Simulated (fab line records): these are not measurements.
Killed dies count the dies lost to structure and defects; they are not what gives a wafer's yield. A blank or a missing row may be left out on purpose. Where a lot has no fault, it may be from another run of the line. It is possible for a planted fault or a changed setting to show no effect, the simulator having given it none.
Problem report in the 8D (eight disciplines) form, filled by code | flow n5-finfet | the parts of the form that need people (team, actions taken, sign-off) are left out

## 1. THE ISSUE
exposure-dose-mJ-cm2 at N5_MOL_CONTACT_COAG_EXPOSE_37 reads a mean of 64.94 on 6 wafers of 2 lots; wafers without a fault read 62.10 with a standard deviation of 0.26. Measured from the usual mean, that is +11 standard deviations.
The step: exposes mask VD, defocus 0 nm.
Seen first at day 8 10:14 on euv-scanner-01, wafer L690.2. Wafers with a number at this step in the record: 33, from 11 lots. Rule for "out", or "out of limits": more than 4 standard deviations from the usual mean. Any other wafer with a number is counted as sound.

## 2. WHAT IT IS AND WHAT IT IS NOT
question                    | is                     | is not
which readings at this step | exposure-dose-mJ-cm2   | -
which lots                  | L690, L698             | L678, L679, L680, L684, L685, L687, L688, L699, L700
which wafers of those lots  | all that have a number | -
read on which tools         | euv-scanner-01         | euv-scanner-02
when                        | from day 8 10:14       | up to then (21 sound wafers); but 6 sound wafers of L699, L700 came after

## 3. WHAT RULES OUT EACH SUSPECT
Counting: a tool at a process step up to the reading stays a suspect if it ran every lot that is out and no sound lot after the first of them.
- euv-scanner-01 at N5_MOL_CONTACT_COAG_EXPOSE_37 (exposes mask VD, defocus 0 nm): kept. Every lot that is out went through it, starting with L690 (day 8 10:14), and after that it ran no sound lot; the last sound lot it ran before then is L688 (day 8 01:04). Its own readings are out on those wafers: exposure-dose-mJ-cm2.
After counting, what remains is euv-scanner-01 at N5_MOL_CONTACT_COAG_EXPOSE_37.

## 4. THE CAUSE (what the simulator had put in)
Drift in process parameters on euv-scanner-01 at N5_MOL_CONTACT_COAG_EXPOSE_37, starting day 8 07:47. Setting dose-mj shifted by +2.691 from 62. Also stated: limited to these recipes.
This tool alone remained once counting was done.

## 5. SEQUENCE OF EFFECTS, ordered by route
One row per reading whose mean, taken over the struck wafers that have a number, lies over 3 standard deviations from the usual. Scope: only readings with a usual standard deviation given in the record; hours: median across lots of the time from each lot's start at the first step in this table that gives one to its start at this step; sigmas: change in usual standard deviations.
hours | step                          | reading              | usual | on struck wafers | change | sigmas
0     | N5_MOL_CONTACT_COAG_EXPOSE_37 | exposure-dose-mJ-cm2 | 62.10 | 64.94            | +2.84  | +11
Its process steps:
- N5_MOL_CONTACT_COAG_EXPOSE_37: exposes mask VD, defocus 0 nm.

## 6. WHAT WOULD HAVE CAUGHT IT SOONER
First out-of-limits reading in this record: day 8 10:14, which is 2 hours after fault onset at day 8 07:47.
